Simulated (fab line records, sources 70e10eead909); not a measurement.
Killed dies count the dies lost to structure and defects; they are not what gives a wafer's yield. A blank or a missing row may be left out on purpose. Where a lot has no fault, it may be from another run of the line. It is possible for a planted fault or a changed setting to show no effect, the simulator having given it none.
A lot that was struck, set against a sound lot | flow nand harc | 13 out of 1159 route steps
Sound: these wafers, L831.1, L831.3, L831.5. Struck: wafers L833.3, L833.4 (left out: L833.6, a lot-mate that was not struck); the cause follows at the end.
Order at every step that has rows: each side's tool, ch and its chambers, its first start. Under that, the readings that differ: sound wafers | struck wafers | difference of the means | sigmas: that difference in standard deviations of wafers without a fault.
alike: a reading whose means differ by less than 2 such deviations, as well as words and numbers matching on both sides. not compared: withheld readings; readings where some wafer has no value; bounds like >300 that might hide an equal value; numbers whose values overlap and for which the record gives no deviation.
A row with sigmas, a row that says differs or no value, or rows on one side alone: a step with any of these is where the two part. Numbers that have no deviation but don't overlap get no sigmas and don't part them. Lack of a reading on every wafer of one side parts them only where that side has two or more wafers.

first, 1 step without rows for these wafers: NHARC_A_SLIT_SRD_20.
NHARC_A_SLIT_CD_MEAS_21:
  sound on cd sem-01, day 16 14:55; struck on cd sem-03, day 17 00:21
  alike: cd nm
then, 3 steps without rows for these wafers: NHARC_A_SIN_REMOVE_WET_00 (chemistry H3PO4, time 15300 s); NHARC_A_SIN_REMOVE_PRECLEAN_01 (cleans in SC1); NHARC_A_SIN_REMOVE_SRD_02.
NHARC_A_SIN_REMOVE_INSPECT_04:
  sound on defect inspect-01, day 16 22:38; struck on defect inspect-01, day 17 06:27
  alike: raw defect count
NHARC_A_WL_FILL_ALD_00: deposits Al2O3, target thk 3 nm, pulse time 3 s, ald cycles 30.
  sound on ald hk-04 ch 1,2, day 16 22:44; struck on ald hk-02 ch 2,3, day 17 06:43
  alike: heater power w, precursor pulse height rel
NHARC_A_WL_FILL_RTA_01: time 5 s.
  sound on rtp anneal-01 ch 0, day 16 22:58; struck on rtp anneal-02 ch 0, day 17 07:01
  reading             | sound          | struck    | difference | sigmas
  lamp power pct (%)  | 25.2 25.2 25.2 | 26.5 26.6 | +1.4       | +2
  lamp_zone_1_pct (%) | 25.2 25.2 25.2 | 26.5 26.5 | +1.3       | +2
  lamp_zone_4_pct (%) | 25.2 25.2 25.2 | 26.5 26.5 | +1.3       | +2
  alike: wafer_temp_C_max
NHARC_A_WL_FILL_ALD_02: deposits TiN, target thk 2 nm, pulse time 3 s, ald cycles 100.
  sound on ald metal-01 ch 0,1,3, day 16 23:13; struck on ald metal-01 ch 0,2, day 17 07:13
  alike: heater power w, precursor pulse height rel
NHARC_A_WL_FILL_CVD_03: deposits W, target thk 40 nm, time 3302 s.
  sound on cvd w-01 ch 0,1, day 17 00:05; struck on cvd w-01 ch 0,1, day 17 08:34
  alike: heater power w, throttle valve pct
NHARC_A_WL_FILL_ETCHBACK_04: etches the open film in NF3, target depth 60 nm, time 120 s.
  sound on rie metal-03 ch 0, day 17 02:58; struck on rie metal-03 ch 0,1, day 17 11:01
  reading          | sound             | struck      | difference | sigmas
  run length s (s) | 140.5 140.5 140.4 | 131.7 133.1 | -8.1       | -14
  alike: drypump motor current A, he backside leak sccm, oes product au
  not compared: rf hours counter h
NHARC_A_WL_FILL_ETCHBACK_05: etches the open film in Cl2/BCl3, target depth 22 nm, time 60 s.
  sound on rie metal-03 ch 0,1, day 17 03:10; struck on rie metal-03 ch 0,1, day 17 11:13
  alike: drypump motor current A, he backside leak sccm, oes product au, run length s
  not compared: rf hours counter h
-- jump in the record: it breaks off in module A_WL_FILL and resumes in module END (first step shown: number 1159 of the route), and 4 days separate the struck wafers' starts before and after --
NHARC_END_SORT_01:
  at this point the record logs the struck wafers (prober-01 ch 0, day 21 11:19) and has no rows for the sound ones

WHERE THEY PART
At NHARC_A_WL_FILL_RTA_01 first; at NHARC_END_SORT_01 last (within this record only).

WHY: what had been put in by the simulator
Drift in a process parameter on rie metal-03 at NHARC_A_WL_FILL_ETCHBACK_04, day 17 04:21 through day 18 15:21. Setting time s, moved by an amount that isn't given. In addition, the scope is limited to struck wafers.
